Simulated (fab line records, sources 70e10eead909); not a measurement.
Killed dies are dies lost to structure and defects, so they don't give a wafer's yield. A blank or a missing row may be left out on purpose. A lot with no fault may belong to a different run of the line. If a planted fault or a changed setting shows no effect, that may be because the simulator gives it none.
Struck lot and sound lot, side by side	flow nandHarc	22 out of 1302 route steps
Sound: these wafers, L971.2, L971.5, L971.6. Struck: wafer L960.1. (L960.5, L960.6 of the same lot were not struck and are left out.) The cause comes at the end.
For every step that has rows: the tool of each side, followed by ch and its chambers, followed by its first start. Under that, the readings that differ: sound wafers	struck wafers	difference of the means	sigmas: that difference in standard deviations of wafers without a fault.
alike: readings whose means differ by less than 2 such deviations, and words and numbers that are the same on both sides. not compared: withheld readings, readings that some wafer has no value for, bounds like >300 that may hide the same value, and numbers for which the record gives no deviation and whose values overlap.
A row with sigmas, a row that says differs or no value, or rows on one side alone: a step with any of these is where the two part. Numbers that have no deviation but don't overlap get no sigmas and don't part them. A reading missing from all wafers of one side parts the sides only when that side holds two or more wafers.

NHARC_A_CONTACT_CMP_20: polishes, t overpolish 30 s, target thk 300 nm.
  sound on cmp-02 ch 0,2,3, day 30 12:35; struck on cmp-02 ch 3, day 26 18:47
reading	sound	struck	difference	sigmas
timeToEndpointS (s)	56.0 58.1 59.1	64.0	+6.3	+2
  alike: motorCurrentA, overpolishRunS
following that, these wafers have no rows for 1 step: NHARC_A_CONTACT_SRD_22.
NHARC_A_CONTACT_INSPECT_23:
  sound: defectInspect-02 at day 30 12:55; struck: defectInspect-01 at day 26 19:11
  alike: rawDefectCount
then, 8 steps without rows for these wafers: NHARC_A_BLC_DEHYDRATE_00 (time 120 s); NHARC_A_BLC_HMDS_01 (time 30 s); NHARC_A_BLC_COAT_02 (time 75 s); NHARC_A_BLC_COAT_03 (time 65 s); NHARC_A_BLC_COAT_04 (resist thk 90 nm); NHARC_A_BLC_SOFTBAKE_05 (time 55 s); NHARC_A_BLC_EBR_06; NHARC_A_BLC_EXPOSE_07 (exposes mask A BLC, target cd 100 nm).
NHARC_A_BLC_PEB_08: peb time 65 s.
  sound on lithoTrack-01 ch 0, day 30 13:20; struck on lithoTrack-01 ch 0, day 26 19:37
then, 1 step without rows for these wafers: NHARC_A_BLC_DEVELOP_09 (develop time 35 s).
NHARC_A_BLC_CD_MEAS_10 targets a cd of 100 nm.
  sound on cdSem-03 ch 0, day 30 13:25; struck on cdSem-01 ch 0, day 26 19:41
reading	sound	struck	difference	sigmas
cdNm (nm)	99.7 100.7 99.5	120.3	+20.3	+30
NHARC_A_BLC_OVL_MEAS_11:
  sound: overlay-02 at day 30 13:30; struck: overlay-01 at day 26 19:46
  alike: overlayXNm, overlayYNm
NHARC_A_BLC_INSPECT_12:
  sound: defectInspect-02 at day 30 13:32; struck: defectInspect-02 at day 26 19:49
  alike: rawDefectCount
NHARC_A_BLC_DESCUM_15: chemistry O2, time 3 s.
  sound on rieDiel-02 ch 1,2,3, day 30 13:37; struck on rieDiel-02 ch 3, day 26 19:54
reading	sound	struck	difference	sigmas
model.A_BLC.cdNm (nm)	99.2 100.7 99.03	119.6	+20.0	
  alike: drypumpMotorCurrentA, oesProductAu, rfVppV, showerheadPlenumPTorr, throttleValvePct
  not compared: rfHoursCounterH
NHARC_A_BLC_ETCH_16: etches the open film in CF4, target depth 39 nm, time 65 s.
  sound on rieDiel-02 ch 1,2,3, day 30 13:43; struck on rieDiel-02 ch 0, day 26 19:59
  alike: drypumpMotorCurrentA, oesProductAu, rfVppV, showerheadPlenumPTorr, throttleValvePct
  not compared: rfHoursCounterH
NHARC_A_BLC_ETCH_17: etches the open film in N2/H2, target depth 390 nm, time 609.38 s.
  sound: rieDiel-02 ch 1,2; struck: rieDiel-02 ch 2
reading	sound	struck	difference	sigmas
oesProductAu (a.u.)	1.003 0.994 1.007	0.984	-0.017	-2
throttleValvePct (%)	14.185 14.175 14.159	14.153	-0.020	-2
  alike: drypumpMotorCurrentA, n2FlowSccm, rfVppV, showerheadPlenumPTorr
  not compared: rfHoursCounterH
NHARC_A_BLC_ETCH_18: etches the open film in C4F8/O2/Ar, target depth 910 nm.
  sound: rieDiel-02 ch 1,2; struck: rieDiel-02 ch 3
reading	sound	struck	difference	sigmas
model.A_BLC.cdNm (nm)	103.8 102.7 104.5	117.7	+14.0	
  alike: oesProductAu, rfVppV
  not compared: rfHoursCounterH
NHARC_A_BLC_CD_MEAS_19:
  sound: cdSem-01 at day 30 14:45; struck: cdSem-01 at day 26 20:50
reading	sound	struck	difference	sigmas
cdNm (nm)	104.1 102.7 104.7	117.9	+14.1	+6
NHARC_END_SORT_01:
  at this point the record logs the struck wafers (prober-01 ch 0, day 28 16:05) and has no rows for the sound ones

WHERE THEY PART
Last at NHARC_END_SORT_01 as far as this record goes, first at NHARC_A_CONTACT_CMP_20.

WHY: what the simulator had put in
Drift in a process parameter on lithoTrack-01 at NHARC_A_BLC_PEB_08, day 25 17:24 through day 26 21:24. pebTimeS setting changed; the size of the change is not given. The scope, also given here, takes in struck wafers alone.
